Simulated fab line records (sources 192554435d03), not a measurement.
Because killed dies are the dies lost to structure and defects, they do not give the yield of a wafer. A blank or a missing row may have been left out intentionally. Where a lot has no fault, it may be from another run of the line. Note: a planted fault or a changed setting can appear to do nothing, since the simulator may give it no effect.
fab line records	flow n5Finfet
record: lots: 7	wafers: 39
route steps=1938 shown BEOL_M13@1659 BEOL_M14@1730 MIM_BOT_LITHO@1860
startH: hours from the record's first day to the start of the lot's first wafer shown	waitH: time in hours since the lot's previous step	" unchanged from the row above	L1.1+2: a single row standing in for several wafers	- either no value or no given start	* or withheld: withheld	< > ~ a bound
route shown NAME@n: a module of which the file shows steps, and the number in the route of the first	usual: average and standard deviation across the fault-free wafers	same: alike in all rows	chamber/n: place in a boat	sites: the reading at each site	_std_site: the values' standard deviation	_edge_site: mean of outer sites minus mean of inner sites	radiusMm: for every site, how far away it sits from the centre of the wafer	mask NAME#n: copy n	behind: the tool/chamber that last shaped the wafer	hold: cause of the lot's hold/its duration in hours/its outcome	device: the n, p or np transistor that did not switch	end of line: tests run on the same wafers once the route is complete	a step without rows: its recipe alone	killed: the dies lost at the first sort to structure and to defects; this is not the yield of the wafer	map: per-die view of a wafer (x killed, . not killed, _ where there is no die)
set.NAME: the setting the step ran with; set.NAME@STEP: the setting that earlier step ran with	model.NAME: the simulator's own value behind a step, which no gauge read
lots with deliberately changed settings; one table per step, one row per wafer
== steps ==
step: N5_BEOL_M13_ILD_DEP_00
recipe: material: SiOC	targetThkA: 8379.2	tempC: 350	precursor: DEMS/O2	pressureTorr: 5	rfW: 500	timeS: 166.4
lot.wafer	tool	chamber	startH	waitH	set.timeS	model.SiOC_of_BEOL_M13_ILD_DEP_00.thkNm
L074.1	pecvd-02	1	225.85	0.0	227.3	1134
L074.2	"	0	"	"	166.4	838.4
L074.3	"	2	"	"	227.3	1131
L074.4	"	2	"	"	166.4	845.4
L074.5	"	0	"	"	166.4	844.8
L074.6	"	1	"	"	227.3	1161
L076.1	pecvd-02	0	232.74	0.0	166.4	842.8
L076.2	"	1	"	"	166.4	832
L076.3	"	2	"	"	213.6	1067
L076.4	"	0	"	"	213.6	1081
L076.5	"	1	"	"	213.6	1089
L076.6	"	2	"	"	166.4	838.8
L077.1	pecvd-01	1	248.86	0.0	166.4	801.8
L077.4	"	2	"	"	166.4	832
L077.6	"	1	"	"	166.4	820
L080.1	pecvd-01	2	281.70	0.0	166.4	813.8
L080.2	"	1	"	"	238.5	1179
L080.3	"	0	"	"	238.5	1177
L080.4	"	2	"	"	166.4	835.2
L080.5	"	0	"	"	238.5	1200
L080.6	"	1	"	"	166.4	821.6
L091.1	pecvd-01	0	339.98	0.0	246.8	1232
L091.2	"	1	"	"	246.8	1227
L091.3	"	2	"	"	166.4	830.6
L091.4	"	1	"	"	166.4	826.8
L091.5	"	0	"	"	166.4	840.4
L091.6	"	2	"	"	246.8	1254
L092.1	pecvd-02	2	356.55	0.0	166.4	824.2
L092.2	"	1	"	"	166.4	833
L092.3	"	0	"	"	264.5	1321
L092.4	"	0	"	"	166.4	831.4
L092.5	"	2	"	"	264.5	1335
L092.6	"	1	"	"	264.5	1344
L096.1	pecvd-02	0	375.97	0.0	166.4	829.4
L096.2	"	1	"	"	166.4	825.6
L096.3	"	2	"	"	166.4	812.8
L096.4	"	1	"	"	166.4	839.2
L096.5	"	0	"	"	166.4	846.6
L096.6	"	2	"	"	166.4	823.8
step: N5_BEOL_M13_THK_MEAS_01
recipe: reads: SiOC_of_BEOL_M13_ILD_DEP_00
usual: M13_ILD_THK: 832/12
lot.wafer	tool	chamber	startH	waitH	set.timeS@BEOL_M13_ILD_DEP_00	M13_ILD_THK[nm]
L074.1	filmMetro-01	-	226.00	0.1	227.3	1134
L074.2	"	-	"	"	166.4	839
L074.3	"	-	"	"	227.3	1131
L074.4	"	-	"	"	166.4	845
L074.5	"	-	"	"	166.4	845
L074.6	"	-	"	"	227.3	1162
L076.1	filmMetro-02	-	232.89	0.1	166.4	843
L076.2	"	-	"	"	166.4	832
L076.3	"	-	"	"	213.6	1066
L076.4	"	-	"	"	213.6	1081
L076.5	"	-	"	"	213.6	1089
L076.6	"	-	"	"	166.4	839
L077.1	filmMetro-01	-	249.01	0.1	166.4	802
L077.4	"	-	"	"	166.4	832
L077.6	"	-	"	"	166.4	820
L080.1	filmMetro-01	-	281.85	0.1	166.4	813
L080.2	"	-	"	"	238.5	1179
L080.3	"	-	"	"	238.5	1177
L080.4	"	-	"	"	166.4	835
L080.5	"	-	"	"	238.5	1200
L080.6	"	-	"	"	166.4	822
L091.1	filmMetro-02	-	340.13	0.1	246.8	1231
L091.2	"	-	"	"	246.8	1227
L091.3	"	-	"	"	166.4	832
L091.4	"	-	"	"	166.4	828
L091.5	"	-	"	"	166.4	840
L091.6	"	-	"	"	246.8	1254
L092.1	filmMetro-01	-	356.70	0.1	166.4	824
L092.2	"	-	"	"	166.4	833
L092.3	"	-	"	"	264.5	1323
L092.4	"	-	"	"	166.4	831
L092.5	"	-	"	"	264.5	1334
L092.6	"	-	"	"	264.5	1343
L096.1	filmMetro-02	-	376.13	0.1	166.4	830
L096.2	"	-	"	"	166.4	825
L096.3	"	-	"	"	166.4	813
L096.4	"	-	"	"	166.4	839
L096.5	"	-	"	"	166.4	846
L096.6	"	-	"	"	166.4	823
step: N5_BEOL_M13_COAT_58
recipe: resist: BARC	tempC: 205	timeS: 60	spinRpm: 1500	resistThkNm: 89
step: N5_BEOL_M13_COAT_04
recipe: spinRpm: 1625	resistThkNm: 400
step: N5_BEOL_M13_DESCUM_15
recipe: chemistry: O2	timeS: 7.9	sourcePowerW: 50	biasPowerW: 20	pressureMtorr: 20	rfFrequencyHz: 2.712e+07	tempC: 40	o2FlowSccm: 225
step: N5_BEOL_M13_ETCH_59
recipe: chemistry: N2/H2	target: BARC	targetDepthA: 890	overetchA: 267	timeS: 67.9	ionEnergyEv: 200	pressureMtorr: 30	sourceW: 840	biasW: 150	n2FlowSccm: 200	h2FlowSccm: 200
step: N5_BEOL_M13_VIA_ETCH_16
recipe: chemistry: C4F8/O2/Ar	target: SiOC	pressureMtorr: 30	sourceW: 3000	biasW: 700	Ar_flow_sccm: 400	C4F8_flow_sccm: 15	O2_flow_sccm: 8	heInnerTorr: 15	heOuterTorr: 30	targetDepthA: 9217	timeS: withheld	ionEnergyEv: 250	ends: cleared
lot.wafer	tool	chamber	startH	waitH	set.timeS@BEOL_M13_ILD_DEP_00	model.etch.depthNm	model.BARC_of_BEOL_M13_COAT_58.thkNm	model.coat_of_BEOL_M13_COAT_04.thkNm
L074.1	rieDiel-06	1	226.48	0.0	*	1134	74.4	0
L074.2	"	0	"	"	*	838.4	89	69.4
L074.3	"	2	"	"	*	1131	73.4	0
L074.4	"	3	"	"	*	845.4	89	66.4
L074.5	"	0	"	"	*	844.8	89	68.4
L074.6	"	3	"	"	*	1161	62.8	0
L076.1	rieDiel-01	2	233.37	0.0	*	842.8	89.6	71.6
L076.2	"	0	"	"	*	832	89.4	75
L076.3	"	3	"	"	*	1067	89.4	3.4
L076.4	"	1	"	"	*	1081	88.4	0
L076.5	"	1	"	"	*	1089	85.6	0
L076.6	"	2	"	"	*	838.8	89.6	72.2
L077.1	rieDiel-03	1	249.92	0.0	*	801.8	88.8	83.6
L077.4	"	0	"	"	*	832	89	75
L077.6	"	1	"	"	*	820	89	76
L080.1	rieDiel-01	2	282.45	0.0	*	813.8	89.2	78
L080.2	"	1	"	"	*	1179	56	0
L080.3	"	3	"	"	*	1177	57.8	0
L080.4	"	3	"	"	*	835.3	89.2	69.6
L080.5	"	2	"	"	*	1200	54	0
L080.6	"	1	"	"	*	821.6	89.4	72.4
L091.1	rieDiel-01	3	340.61	0.0	*	1232	44.6	0
L091.2	"	1	"	"	*	1227	42.2	0
L091.3	"	0	"	"	*	830.6	89.2	73.4
L091.4	"	2	"	"	*	826.8	89	77
L091.5	"	2	"	"	*	840.4	89.2	73.6
L091.6	"	1	"	"	*	1254	35.2	0
L092.1	rieDiel-06	2	357.18	0.0	*	824.3	88.8	70
L092.2	"	0	"	"	*	833	88.8	67.2
L092.3	"	3	"	"	*	1321	11.4	0
L092.4	"	1	"	"	*	831.4	88.6	72.6
L092.5	"	2	"	"	*	1335	6	0
L092.6	"	3	"	"	*	1344	4.8	0
L096.1	rieDiel-01	2	376.60	0.0	*	829.4	89.4	77.8
L096.2	"	3	"	"	*	825.6	89.4	76.6
L096.3	"	1	"	"	*	812.7	89	78.2
L096.4	"	0	"	"	*	839.1	89.2	71.6
L096.5	"	3	"	"	*	846.6	89.2	69.4
L096.6	"	2	"	"	*	823.7	89.6	79.2
step: N5_BEOL_M13_STRIP_63
recipe: chemistry: N2/H2	powerW: 1000	tempC: 250	h2Frac: 0.65	overashFraction: 0.3	pressureMtorr: 1000	n2FlowSccm: 1750	h2FlowSccm: 3250
usual: oesProductAu: 0.675/0.0049	stripTimeToEndpointS: 28.2/1.2
lot.wafer	tool	chamber	startH	waitH	set.timeS@BEOL_M13_ILD_DEP_00	oesProductAu	stripTimeToEndpointS
L074.1	plasmaAsher-01	0	226.71	-	227.3	0.235	0.0
L074.2	"	1	"	"	166.4	0.678	27.5
L074.3	"	1	"	"	227.3	0.228	0.0
L074.4	"	0	"	"	166.4	0.674	26.6
L074.5	"	1	"	"	166.4	0.670	27.2
L074.6	"	0	"	"	227.3	0.232	0.0
L076.1	plasmaAsher-02	0	233.61	-	166.4	0.669	28.1
L076.2	"	1	"	"	166.4	0.666	29.1
L076.3	"	0	"	"	213.6	0.299	4.8
L076.4	"	1	"	"	213.6	0.234	0.0
L076.5	"	0	"	"	213.6	0.236	0.0
L076.6	"	1	"	"	166.4	0.681	28.3
L077.1	plasmaAsher-01	1	250.22	-	166.4	0.676	31.6
L077.4	"	0	"	"	166.4	0.671	29.1
L077.6	"	0	"	"	166.4	0.676	29.4
L080.1	plasmaAsher-01	1	282.69	-	166.4	0.684	30.0
L080.2	"	0	"	"	238.5	0.229	0.0
L080.3	"	1	"	"	238.5	0.230	0.0
L080.4	"	0	"	"	166.4	0.677	27.6
L080.5	"	1	"	"	238.5	0.228	0.0
L080.6	"	0	"	"	166.4	0.679	28.4
L091.1	plasmaAsher-01	1	340.85	-	246.8	0.228	0.0
L091.2	"	0	"	"	246.8	0.235	0.0
L091.3	"	1	"	"	166.4	0.675	28.6
L091.4	"	0	"	"	166.4	0.677	29.7
L091.5	"	1	"	"	166.4	0.683	28.7
L091.6	"	0	"	"	246.8	0.231	0.0
L092.1	plasmaAsher-02	1	357.42	-	166.4	0.676	27.7
L092.2	"	0	"	"	166.4	0.676	26.8
L092.3	"	0	"	"	264.5	0.235	0.0
L092.4	"	1	"	"	166.4	0.682	28.4
L092.5	"	0	"	"	264.5	0.230	0.0
L092.6	"	1	"	"	264.5	0.231	0.0
L096.1	plasmaAsher-01	0	376.84	-	166.4	0.681	30.0
L096.2	"	1	"	"	166.4	0.680	29.6
L096.3	"	1	"	"	166.4	0.677	30.0
L096.4	"	0	"	"	166.4	0.672	28.1
L096.5	"	1	"	"	166.4	0.672	27.5
L096.6	"	0	"	"	166.4	0.676	30.3
step: N5_BEOL_M13_STRIP_64
recipe: chemistry: N2/H2	powerW: 1000	tempC: 250	h2Frac: 0.65	overashFraction: 0.3	pressureMtorr: withheld	n2FlowSccm: 1750	h2FlowSccm: 3250
usual: stripTimeToEndpointS: 31.30/0.075
lot.wafer	tool	chamber	startH	waitH	set.timeS@BEOL_M13_ILD_DEP_00	stripTimeToEndpointS
L074.1	plasmaAsher-01	0	226.77	0.0	227.3	28.95
L074.2	"	1	"	"	166.4	31.28
L074.3	"	1	"	"	227.3	28.64
L074.4	"	0	"	"	166.4	31.29
L074.5	"	1	"	"	166.4	31.28
L074.6	"	0	"	"	227.3	25.49
L076.1	plasmaAsher-02	0	233.67	0.0	166.4	31.47
L076.2	"	1	"	"	166.4	31.42
L076.3	"	0	"	"	213.6	31.43
L076.4	"	1	"	"	213.6	32.95
L076.5	"	0	"	"	213.6	32.17
L076.6	"	1	"	"	166.4	31.49
L077.1	plasmaAsher-01	1	250.28	0.0	166.4	31.27
L077.4	"	0	"	"	166.4	31.29
L077.6	"	0	"	"	166.4	31.31
L080.1	plasmaAsher-01	1	282.75	0.0	166.4	31.36
L080.2	"	0	"	"	238.5	23.48
L080.3	"	1	"	"	238.5	23.99
L080.4	"	0	"	"	166.4	31.36
L080.5	"	1	"	"	238.5	22.86
L080.6	"	0	"	"	166.4	31.42
L091.1	plasmaAsher-01	1	340.91	0.0	246.8	19.90
L091.2	"	0	"	"	246.8	19.13
L091.3	"	1	"	"	166.4	31.37
L091.4	"	0	"	"	166.4	31.34
L091.5	"	1	"	"	166.4	31.38
L091.6	"	0	"	"	246.8	16.83
L092.1	plasmaAsher-02	1	357.48	0.0	166.4	31.25
L092.2	"	0	"	"	166.4	31.27
L092.3	"	0	"	"	264.5	8.18
L092.4	"	1	"	"	166.4	31.20
L092.5	"	0	"	"	264.5	5.92
L092.6	"	1	"	"	264.5	5.40
L096.1	plasmaAsher-01	0	376.90	0.0	166.4	31.42
L096.2	"	1	"	"	166.4	31.41
L096.3	"	1	"	"	166.4	31.32
L096.4	"	0	"	"	166.4	31.37
L096.5	"	1	"	"	166.4	31.36
L096.6	"	0	"	"	166.4	31.45
step: N5_BEOL_M14_ETCH_59
recipe: chemistry: N2/H2	target: BARC	targetDepthA: 890	overetchA: 267	timeS: 67.9	ionEnergyEv: 200	pressureMtorr: 30	sourceW: 840	biasW: 150	n2FlowSccm: 200	h2FlowSccm: 200
lot.wafer	tool	chamber	startH	waitH	set.timeS	model.coat_of_BEOL_M14_COAT_04.thkNm
L074.1	rieDiel-04	0	234.27	0.0	67.9	723.2
L074.2+3	"	3,2	"	"	67.9	721.6
L074.4	"	3	"	"	67.9	724
L074.5	"	0	"	"	67.9	720.4
L074.6	"	2	"	"	67.9	724.2
L076.1	rieDiel-04	0	237.66	0.0	67.9	717.8
L076.2	"	3	"	"	67.9	718
L076.3	"	1	"	"	35.57	746.6
L076.4	"	3	"	"	67.9	716
L076.5	"	1	"	"	35.57	745.8
L076.6	"	0	"	"	35.57	748.8
L077.1	rieDiel-05	2	261.94	0.0	67.9	721.2
L077.4	"	1	"	"	67.9	718.4
L077.6	"	3	"	"	67.9	716.8
L080.1	rieDiel-02	1	288.75	0.0	67.9	719.6
L080.2	"	2	"	"	79.91	705
L080.3	"	3	"	"	67.9	719.4
L080.4	"	2	"	"	67.9	716.2
L080.5	"	1	"	"	79.91	710.4
L080.6	"	3	"	"	79.91	708.4
L091.1	rieDiel-05	0	345.83	0.0	67.9	715
L091.2	"	2	"	"	45.88	742
L091.3	"	3	"	"	45.88	736.8
L091.4	"	1	"	"	45.88	741
L091.5	"	1	"	"	67.9	723
L091.6	"	2	"	"	67.9	721.6
L092.1	rieDiel-02	3	365.39	0.0	84.8	708.8
L092.2	"	0	"	"	67.9	716.4
L092.3	"	1	"	"	84.8	709.4
L092.4	"	2	"	"	67.9	721.2
L092.5	"	0	"	"	67.9	718
L092.6	"	3	"	"	84.8	710
L096.1+6	rieDiel-04	0	385.22	0.0	67.9	719.2
L096.2	"	2	"	"	67.9	723
L096.3	"	1	"	"	67.9	719
L096.4	"	3	"	"	67.9	719.4
L096.5	"	1	"	"	67.9	717.6
step: N5_MIM_BOT_LITHO_DEVELOP_07
recipe: developTimeS: 60	rinseLiquid: diw	dry: airSpin	devTempC: 21
lot.wafer	tool	chamber	startH	waitH	set.developTimeS
L074.1+2+5	lithoTrack-05	0	-	-	60
L074.3+4+6	"	0	"	"	70.08
L076.1+5+6	lithoTrack-01	0	-	-	28.61
L076.2+3+4	"	0	"	"	60
L077.1+4+6	lithoTrack-01	0	-	-	60
L080.1+2+3+4+5+6	lithoTrack-01	0	-	-	60
L091.1+2+3+4+5+6	lithoTrack-01	0	-	-	60
L092.1+4+6	lithoTrack-02	0	-	-	60
L092.2+3+5	"	0	"	"	39.03
L096.1+4+5	lithoTrack-02	0	-	-	94.72
L096.2+3+6	"	0	"	"	60
step: N5_MIM_BOT_LITHO_HARDBAKE_09
recipe: tempC: 130	timeS: 120
step: N5_MIM_BOT_LITHO_CD_MEAS_08
recipe: targetCdNm: 3000	landingEnergyEv: 500	detector: seInlens	polarity: opening
usual: cdNm: 3000.3/2.3
lot.wafer	tool	chamber	startH	waitH	set.developTimeS@MIM_BOT_LITHO_DEVELOP_07	cdNm
L074.1	cdSem-02	0	252.30	-	60	2999.6
L074.2	"	0	"	"	60	3001.2
L074.3	"	0	"	"	70.08	3002.1
L074.4	"	0	"	"	70.08	3004.3
L074.5	"	0	"	"	60	3003.6
L074.6	"	0	"	"	70.08	3003.8
L076.1	cdSem-03	0	252.63	-	28.61	2987.8
L076.2	"	0	"	"	60	3001.5
L076.3	"	0	"	"	60	2999.7
L076.4	"	0	"	"	60	3001.0
L076.5	"	0	"	"	28.61	2987.8
L076.6	"	0	"	"	28.61	2982.9
L077.1	cdSem-01	0	277.89	-	60	3000.1
L077.4	"	0	"	"	60	2999.3
L077.6	"	0	"	"	60	2998.5
L080.1	cdSem-01	0	305.12	-	60	2998.8
L080.2	"	0	"	"	60	2998.9
L080.3	"	0	"	"	60	2996.7
L080.4	"	0	"	"	60	2997.6
L080.5	"	0	"	"	60	2999.9
L080.6	"	0	"	"	60	2997.0
L091.1	cdSem-02	0	359.56	-	60	2996.0
L091.2	"	0	"	"	60	2998.1
L091.3	"	0	"	"	60	2999.0
L091.4	"	0	"	"	60	2998.1
L091.5	"	0	"	"	60	2998.1
L091.6	"	0	"	"	60	2996.0
L092.1	cdSem-01	0	384.41	-	60	3004.3
L092.2	"	0	"	"	39.03	2996.1
L092.3	"	0	"	"	39.03	2997.0
L092.4	"	0	"	"	60	2999.2
L092.5	"	0	"	"	39.03	2991.8
L092.6	"	0	"	"	60	3002.3
L096.1	cdSem-01	0	411.85	-	94.72	3008.1
L096.2	"	0	"	"	60	2999.5
L096.3	"	0	"	"	60	3000.4
L096.4	"	0	"	"	94.72	3010.4
L096.5	"	0	"	"	94.72	3008.7
L096.6	"	0	"	"	60	3001.3
== key ==
split: step: N5_BEOL_M13_ILD_DEP_00	setting: timeS	stated: 166.4	by: wafer
response: step: N5_BEOL_M13_ILD_DEP_00	reading: model.SiOC_of_BEOL_M13_ILD_DEP_00.thkNm	change: +8.42	per: 1%	r: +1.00
response: step: N5_BEOL_M13_THK_MEAS_01	reading: M13_ILD_THK	change: +8.41	per: 1%	r: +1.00
response: step: N5_BEOL_M13_VIA_ETCH_16	reading: model.etch.depthNm	change: +8.42	per: 1%	r: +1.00
response: step: N5_BEOL_M13_VIA_ETCH_16	reading: model.BARC_of_BEOL_M13_COAT_58.thkNm	change: -0.948	per: 1%	r: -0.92
response: step: N5_BEOL_M13_VIA_ETCH_16	reading: model.coat_of_BEOL_M13_COAT_04.thkNm	shape: bent	atLowest: 73.51	atStated: 73.51	atHighest: 0
response: step: N5_BEOL_M13_STRIP_63	reading: oesProductAu	change: -0.0097	per: 1%	r: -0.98
response: step: N5_BEOL_M13_STRIP_63	reading: stripTimeToEndpointS	shape: bent	atLowest: *	atStated: *	atHighest: *
response: step: N5_BEOL_M13_STRIP_64	reading: stripTimeToEndpointS	change: *	per: 1%	r: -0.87
split: step: N5_BEOL_M14_ETCH_59	setting: timeS	stated: 67.9	by: wafer
response: step: N5_BEOL_M14_ETCH_59	reading: model.coat_of_BEOL_M14_COAT_04.thkNm	change: -0.584	per: 1%	r: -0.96
split: step: N5_MIM_BOT_LITHO_DEVELOP_07	setting: developTimeS	stated: 60	by: wafer
response: step: N5_MIM_BOT_LITHO_CD_MEAS_08	reading: cdNm	change: +0.203	per: 1%	r: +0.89
